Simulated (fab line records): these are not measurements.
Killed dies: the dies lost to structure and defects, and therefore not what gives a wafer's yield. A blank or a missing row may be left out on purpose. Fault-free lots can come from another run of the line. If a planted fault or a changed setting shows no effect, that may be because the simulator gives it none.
Split-lot study || flow n5_finfet || 21 wafers read from 7 lots, route of 1938 steps

== THE SPLIT ITSELF ==
At N5_BEOL_M8_ILD_DEP_00 (deposits SiCOH lowk from DEMS/porogen, target thk 179.75 nm, time 33.4 s), the setting time_s was moved away from the recipe's 33.4 s on 8 of the 21 wafers read, by -5.4% to +13.7%. All remaining wafers had this setting at the recipe value.

== FROM THE SPLIT TO THE READING: what the file shows between them, 1 step ==
- N5_BEOL_M8_CURE_74: cures SiCOH lowk, time 240 s

== THE READING ==
M8_ILD_THK in nanometres, read at N5_BEOL_M8_THK_MEAS_01. Typical for fault-free wafers on this fab line: 154.3 nm, with standard deviation 1.8 nm.

{"wafer": "L081.3", "tool, chamber at the split": "pecvd-02, 1", "time_s as run, s": 33.4, "against the recipe": "recipe", "M8_ILD_THK, nm": 153.7, "against lot-mates on the recipe": "-"}
{"wafer": "L081.4", "tool, chamber at the split": "pecvd-02, 0", "time_s as run, s": 33.4, "against the recipe": "recipe", "M8_ILD_THK, nm": 156.2, "against lot-mates on the recipe": "-"}
{"wafer": "L081.5", "tool, chamber at the split": "pecvd-02, 2", "time_s as run, s": 33.4, "against the recipe": "recipe", "M8_ILD_THK, nm": 156.2, "against lot-mates on the recipe": "-"}
{"wafer": "L087.3", "tool, chamber at the split": "pecvd-02, 0", "time_s as run, s": 33.4, "against the recipe": "recipe", "M8_ILD_THK, nm": 153.0, "against lot-mates on the recipe": "-"}
{"wafer": "L087.4", "tool, chamber at the split": "pecvd-02, 1", "time_s as run, s": 33.4, "against the recipe": "recipe", "M8_ILD_THK, nm": 155.9, "against lot-mates on the recipe": "-"}
{"wafer": "L087.5", "tool, chamber at the split": "pecvd-02, 0", "time_s as run, s": 31.73, "against the recipe": "-5.0%", "M8_ILD_THK, nm": 146.8, "against lot-mates on the recipe": -7.6}
{"wafer": "L082.1", "tool, chamber at the split": "pecvd-04, 0", "time_s as run, s": 37.96, "against the recipe": "+13.7%", "M8_ILD_THK, nm": 174.4, "against lot-mates on the recipe": "+18.9"}
{"wafer": "L082.2", "tool, chamber at the split": "pecvd-04, 1", "time_s as run, s": 37.96, "against the recipe": "+13.7%", "M8_ILD_THK, nm": 175.0, "against lot-mates on the recipe": "+19.5"}
{"wafer": "L082.5", "tool, chamber at the split": "pecvd-04, 0", "time_s as run, s": 33.4, "against the recipe": "recipe", "M8_ILD_THK, nm": 155.5, "against lot-mates on the recipe": "-"}
{"wafer": "L091.2", "tool, chamber at the split": "pecvd-02, 0", "time_s as run, s": 33.4, "against the recipe": "recipe", "M8_ILD_THK, nm": 150.3, "against lot-mates on the recipe": "-"}
{"wafer": "L091.5", "tool, chamber at the split": "pecvd-02, 0", "time_s as run, s": 36.44, "against the recipe": "+9.1%", "M8_ILD_THK, nm": 167.4, "against lot-mates on the recipe": "+13.8"}
{"wafer": "L091.6", "tool, chamber at the split": "pecvd-02, 1", "time_s as run, s": 33.4, "against the recipe": "recipe", "M8_ILD_THK, nm": 156.8, "against lot-mates on the recipe": "-"}
{"wafer": "L089.2", "tool, chamber at the split": "pecvd-01, 2", "time_s as run, s": 31.6, "against the recipe": "-5.4%", "M8_ILD_THK, nm": 146.1, "against lot-mates on the recipe": -11.6}
{"wafer": "L089.4", "tool, chamber at the split": "pecvd-01, 0", "time_s as run, s": 33.4, "against the recipe": "recipe", "M8_ILD_THK, nm": 157.7, "against lot-mates on the recipe": "-"}
{"wafer": "L089.6", "tool, chamber at the split": "pecvd-01, 1", "time_s as run, s": 31.6, "against the recipe": "-5.4%", "M8_ILD_THK, nm": 145.3, "against lot-mates on the recipe": -12.4}
{"wafer": "L093.1", "tool, chamber at the split": "pecvd-01, 2", "time_s as run, s": 36.66, "against the recipe": "+9.8%", "M8_ILD_THK, nm": 168.5, "against lot-mates on the recipe": "+15.2"}
{"wafer": "L093.3", "tool, chamber at the split": "pecvd-01, 1", "time_s as run, s": 33.4, "against the recipe": "recipe", "M8_ILD_THK, nm": 153.3, "against lot-mates on the recipe": "-"}
{"wafer": "L093.5", "tool, chamber at the split": "pecvd-01, 2", "time_s as run, s": 36.66, "against the recipe": "+9.8%", "M8_ILD_THK, nm": 169.5, "against lot-mates on the recipe": "+16.2"}
{"wafer": "L097.1", "tool, chamber at the split": "pecvd-02, 2", "time_s as run, s": 33.4, "against the recipe": "recipe", "M8_ILD_THK, nm": 152.6, "against lot-mates on the recipe": "-"}
{"wafer": "L097.5", "tool, chamber at the split": "pecvd-02, 0", "time_s as run, s": 33.4, "against the recipe": "recipe", "M8_ILD_THK, nm": 152.8, "against lot-mates on the recipe": "-"}
{"wafer": "L097.6", "tool, chamber at the split": "pecvd-02, 1", "time_s as run, s": 33.4, "against the recipe": "recipe", "M8_ILD_THK, nm": 154.3, "against lot-mates on the recipe": "-"}

THE FIT
A straight line over all 21 wafers: M8_ILD_THK changes by +1.5 nm for each +1% of time_s; r = +0.98; the points scatter about the line by 1.7 nm.
The same after taking each lot's own level away (the mean of its wafers on the recipe; 21 wafers): +1.57 nm for each +1%; r = +0.98; scatter 1.8 nm.
On that fit, the largest move of time_s shifts the reading by 21 nm.
The span of the lots' own levels, 153.23 to 157.70 nm, comes to 2.5 times the standard deviation stated above.
The two slopes agree, so the slope changes little with the lot-to-lot level.
Check: with one of the wafers moved furthest among these (+13.7%) left out of the fit, the line predicts +21.6 nm for it against its lot-mates. Against them it came out at +18.9 nm.

== FURTHER SPLITS ON THESE WAFERS ==
Other splits were also applied to these wafers ahead of the reading. Each is held against what the fit with the lots' levels taken away leaves over:
{"other split on the same wafers": "N5_BEOL_M5_COAT_60 spin_rpm", "wafers away from the commonest value": 6, "r with M8_ILD_THK (lot level and that fit taken away)": "+0.51"}
{"other split on the same wafers": "N5_BEOL_M6_HM_DEP_02 target_thk_a", "wafers away from the commonest value": 9, "r with M8_ILD_THK (lot level and that fit taken away)": "+0.22"}
{"other split on the same wafers": "N5_BEOL_M7_ILD_DEP_00 time_s", "wafers away from the commonest value": 8, "r with M8_ILD_THK (lot level and that fit taken away)": "+0.46"}
{"other split on the same wafers": "N5_BEOL_M7_COAT_60 spin_rpm", "wafers away from the commonest value": 4, "r with M8_ILD_THK (lot level and that fit taken away)": "+0.26"}
{"other split on the same wafers": "N5_BEOL_M7_DEP_56 time_s", "wafers away from the commonest value": 4, "r with M8_ILD_THK (lot level and that fit taken away)": "+0.46"}

== THE WHOLE CHAIN: every reading that the file lists as answering this split, in the file's order ==
{"step": "N5_BEOL_M8_ILD_DEP_00", "what it does": "deposits SiCOH lowk from DEMS/porogen, target thk 179.75 nm, time 33.4 s", "reading": "SiCOH_lowk_of_BEOL_M8_ILD_DEP_00.thk_nm (the simulator's own value, which no gauge read)", "change (the file's fit)": "+1.76 nm for each +1% of the setting", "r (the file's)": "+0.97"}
{"step": "N5_BEOL_M8_CURE_74", "what it does": "cures SiCOH lowk, time 240 s", "reading": "SiCOH_lowk_of_BEOL_M8_ILD_DEP_00.thk_nm (the simulator's own value, which no gauge read)", "change (the file's fit)": "+1.54 nm for each +1% of the setting", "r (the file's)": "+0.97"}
{"step": "N5_BEOL_M8_THK_MEAS_01", "what it does": "", "reading": "M8_ILD_THK", "change (the file's fit)": "+1.54 for each +1% of the setting", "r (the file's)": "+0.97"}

== THE FILE'S OWN FIT ==
M8_ILD_THK changes by +1.54 nm for each +1% of time_s, r = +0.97.
